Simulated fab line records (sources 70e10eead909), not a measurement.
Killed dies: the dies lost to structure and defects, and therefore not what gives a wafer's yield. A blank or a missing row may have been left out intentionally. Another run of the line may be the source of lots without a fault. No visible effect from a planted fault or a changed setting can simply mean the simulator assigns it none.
Comparing a struck lot with a sound one | flow nand harc | 15 steps out of a route of 1159
Sound: wafers L556.1, L556.3, L556.5. Struck: wafer L547.2 (L547.1, L547.4, from the same lot, were not struck and are left out); the cause is given at the end.
Each step with rows lists, per side, the tool, then ch with its chambers, then its first start. Under that, the readings that differ: sound wafers | struck wafers | difference of the means | sigmas: that difference in standard deviations of wafers without a fault.
alike: readings whose means differ by less than 2 such deviations, and words and numbers that are the same on both sides. not compared: withheld readings, readings that some wafer has no value for, bounds like >300 that may hide the same value, and numbers for which the record gives no deviation and whose values overlap.
A row with sigmas, a row that says differs or no value, or rows on one side alone: a step with any of these is where the two part. Numbers that don't overlap but have no deviation are shown without sigmas and don't part them. A reading missing from all wafers of one side parts the sides only when that side holds two or more wafers.

first, 1 step without rows for these wafers: NHARC_A_ONON_D1_DEP_09 (target thk 1000 nm).
NHARC_A_ONON_D1_THK_MEAS_11: measures by ellipsometry.
  sound on film metro-01, day 10 20:40; struck on film metro-02, day 8 22:50
  alike: thk nm
next comes 1 step that has no rows for these wafers: NHARC_A_ONON_D1_DEP_12 (target thickness 1000 nm).
NHARC_A_ONON_D1_THK_MEAS_14: measures by ellipsometry.
  sound on film metro-01, day 10 21:14; struck on film metro-01, day 8 23:24
  reading     | sound          | struck | difference | sigmas
  thk nm (nm) | 1017 1017 1016 | 996    | -21        | -2
then, 2 steps without rows for these wafers: NHARC_A_ONON_D1_ANNEAL_15 (time 3600 s); NHARC_A_ONON_D1_DEP_16 (target thk 1000 nm).
NHARC_A_ONON_D1_THK_MEAS_18: measures by ellipsometry.
  sound on film metro-02, day 11 05:20; struck on film metro-01, day 9 06:31
  reading     | sound          | struck | difference | sigmas
  thk nm (nm) | 1011 1012 1011 | 992    | -19        | -2
next comes 1 step that has no rows for these wafers: NHARC_A_ONON_D1_DEP_19 (target thickness 1000 nm).
NHARC_A_ONON_D1_THK_MEAS_21: measures by ellipsometry.
  sound on film metro-02, day 11 05:55; struck on film metro-01, day 9 07:04
  alike: thk nm
next comes 1 step that has no rows for these wafers: NHARC_A_ONON_D1_DEP_22 (target thickness 1000 nm).
NHARC_A_ONON_D1_THK_MEAS_24: measures by ellipsometry.
  sound on film metro-01, day 11 06:29; struck on film metro-01, day 9 07:38
  alike: thk nm
NHARC_A_ONON_D1_DEP_25: target thk 1000 nm.
  sound on pecvd onon-03 ch 0, day 11 06:32; struck on pecvd onon-02 ch 0, day 9 07:42
  alike: n2 flow sccm, nh3 flow sccm
NHARC_A_ONON_D1_THK_MEAS_27: measures by ellipsometry.
  sound on film metro-02, day 11 07:03; struck on film metro-02, day 9 08:13
  reading     | sound       | struck | difference | sigmas
  thk nm (nm) | 974 975 973 | 1760   | +786       | +79
next comes 1 step that has no rows for these wafers: NHARC_A_ONON_D1_DEP_28 (target thickness 1000 nm).
-- break in the record here, with 13 days between the starts of the struck wafers on either side (left off in module A_ONON_D1, picked up again in module END, where the first step shown is number 1159 on the route) --
NHARC_END_SORT_01:
  the record has rows for the struck wafers here (prober-02 ch 0, day 22 00:04) and none for the sound ones

WHERE THEY PART
Earliest at NHARC_A_ONON_D1_THK_MEAS_14; latest, in this record, at NHARC_END_SORT_01.

WHY: what had been put in by the simulator
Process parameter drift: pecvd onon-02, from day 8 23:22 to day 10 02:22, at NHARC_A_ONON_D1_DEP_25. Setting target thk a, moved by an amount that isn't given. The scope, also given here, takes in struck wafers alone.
